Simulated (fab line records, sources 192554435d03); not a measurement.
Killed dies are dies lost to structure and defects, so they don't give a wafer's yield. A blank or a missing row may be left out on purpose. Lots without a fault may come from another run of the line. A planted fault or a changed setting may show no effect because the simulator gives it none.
A struck lot beside a sound one | flow n5_finfet | 40 steps out of a route of 1938
Sound: wafers L687.1, L687.3, L687.6. Struck: wafers L685.4, L685.5, L685.6. The cause comes at the end.
At each step with rows: each side's tool, then ch and its chambers, then its first start. Under that, the readings that differ: sound wafers | struck wafers | difference of the means | sigmas: that difference in standard deviations of wafers without a fault.
alike: readings whose means differ by less than 2 such deviations, and words and numbers that are the same on both sides. not compared: withheld readings, readings that some wafer has no value for, bounds like >300 that may hide the same value, and numbers for which the record gives no deviation and whose values overlap.
The two part at a step that has a row with sigmas, a row that says differs or no value, or rows on one side only. Numbers that don't overlap but have no deviation are shown without sigmas and don't part them. A reading that every wafer of one side lacks parts them only if that side has two wafers or more.

first, 12 steps without rows for these wafers: N5_SD_EPI_N_STRIP_36 (strips in N2/H2); N5_SD_EPI_N_ETCHBACK_44 (etches SiNx in CH3F/O2, stops on SiO2, target depth 14.5 nm); N5_SD_EPI_N_ETCH_45 (etches SiOCN in CH3F/O2, target depth 6 nm); N5_SD_EPI_N_ETCH_16 (etches SiO2 in CHF3/O2, target depth 5 nm); N5_SD_EPI_N_STRIP_47 (strips in CHF3/O2); N5_SD_EPI_N_SD_RECESS_17 (chemistry HBr/Cl2/O2, target depth 41 nm, time 23.7 s, bt time 3 s); N5_SD_EPI_N_STRIP_38 (strips in N2/H2); N5_SD_EPI_N_WET_ETCH_43 (etches SiO2 in dHF, time 14 s, target depth 1.5 nm); N5_SD_EPI_N_STRIP_18 (strips in SPM, time 750 s); N5_SD_EPI_N_SRD_20 (time 30 s); N5_SD_EPI_N_PRECLEAN_48 (cleans in NF3:NH3, afs cycles 2, time 20 s, sublimation time 60 s); N5_SD_EPI_N_VAPOR_ETCH_50 (etches Si in HCl, time 54 s).
N5_SD_EPI_N_EPI_21: deposits Si:P, time 690 s.
  sound on epi_rpcvd-01 ch 0, day 8 09:13; struck on epi_rpcvd-03 ch 0, day 7 21:28
  reading                                   | sound                | struck               | difference | sigmas
  lamp_inner_pct (%)                        | 13.8 13.5 13.7       | 16.7 16.7 16.5       | +3.0       | +2
  susceptor_temp_C (C)                      | 680.23 679.90 680.28 | 681.81 682.02 681.75 | +1.72      | +6
  susceptor_temp_C_max                      | 682.0 681.9 682.4    | 683.2 683.6 683.5    | +1.3       | +3
  model.Si-P_of_SD_EPI_N_EPI_21.thk_nm (nm) | 57.8 58.4 58.2       | 61 60.4 60.4         | +2         |
then, 24 steps without rows for these wafers: N5_SD_EPI_N_PRECLEAN_24 (cleans in O3/DIW, time 60 s); N5_SD_EPI_N_SRD_25 (time 30 s); N5_SD_EPI_N_PRECLEAN_49 (cleans in NF3:NH3, afs cycles 1, time 20 s, sublimation time 60 s); N5_SD_EPI_N_LINER_46 (material SiNx, target thk 3 nm); N5_SD_EPI_P_COAT_34 (time 60 s, resist thk 350 nm); N5_SD_EPI_P_COAT_35 (time 60 s, resist thk 35 nm); N5_SD_EPI_P_COAT_03 (resist thk 150 nm); N5_SD_EPI_P_EBR_05; N5_SD_EPI_P_SOFTBAKE_04 (time 60 s); N5_SD_EPI_P_EXPOSE_06 (exposes mask SD P BLK, target cd 240 nm); N5_SD_EPI_P_PEB_07 (peb time 60 s); N5_SD_EPI_P_DEVELOP_08 (develop time 30 s); N5_SD_EPI_P_DESCUM_14 (chemistry O2, time 7.9 s); N5_SD_EPI_P_ETCH_36 (etches SiARC in CF4, target depth 45.5 nm, time 75.8 s); N5_SD_EPI_P_ETCH_37 (etches SOC in N2/H2, overetch 108 nm, time 486 s); N5_SD_EPI_P_STRIP_38 (strips in N2/H2); N5_SD_EPI_P_ETCHBACK_46 (etches SiNx in CH3F/O2, stops on SiO2, target depth 17.5 nm); N5_SD_EPI_P_ETCH_47 (etches SiOCN in CH3F/O2, target depth 25 nm); N5_SD_EPI_P_ETCH_16 (etches SiO2 in CHF3/O2, target depth 5 nm); N5_SD_EPI_P_STRIP_50 (strips in CHF3/O2); N5_SD_EPI_P_SD_RECESS_17 (chemistry HBr/Cl2/O2, target depth 39.1 nm, bt time 3 s); N5_SD_EPI_P_WET_ETCH_45 (etches SiO2 in dHF, time 10.7 s, target depth 2 nm, rinse time 30 s); N5_SD_EPI_P_STRIP_40 (strips in N2/H2); N5_SD_EPI_P_PRECLEAN_52 (cleans in O3/DIW, time 60 s).
N5_SD_EPI_P_PRECLEAN_24: cleans in O3/DIW, time 45 s.
  sound on wet_bench-02 ch 0,4,6, day 8 15:44; struck on wet_bench-02 ch 0,1,3, day 8 03:28
  reading                                   | sound        | struck         | difference | sigmas
  model.Si-P_of_SD_EPI_N_EPI_21.thk_nm (nm) | 57 57.4 57.4 | 60.2 59.4 59.6 | +2.5       |
-- the record jumps here: 5 days lie between the struck wafers' starts before and after (it left off in module SD_EPI_P and takes up again in module BEOL_M4, whose first step shown is number 1111 of the route) --
N5_BEOL_M4_RC_MEAS_101:
  sound on prober-02 ch 0, day 13 05:02; struck on prober-01 ch 0, day 12 22:23
  reading       | sound       | struck      | difference | sigmas
  ION_N (uA/um) | 653 654 659 | 680 660 698 | +24        | +2
  ION_P (uA/um) | 450 453 451 | 468 460 472 | +15        | +2
  alike: DIBL_N, DIBL_P, IOFF_N, IOFF_P, SS_N, SS_P, VT_N, VT_P
N5_PASSIVATION_PROBE_49:
  the record has rows for the sound wafers here (prober-01, day 17 14:25) and none for the struck ones

WHERE THEY PART
First at N5_SD_EPI_N_EPI_21; last, within this record, at N5_PASSIVATION_PROBE_49.

WHY: what the simulator had put in
Process parameter drift: epi_rpcvd-03, from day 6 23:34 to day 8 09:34, at N5_SD_EPI_N_EPI_21. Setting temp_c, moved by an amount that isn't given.
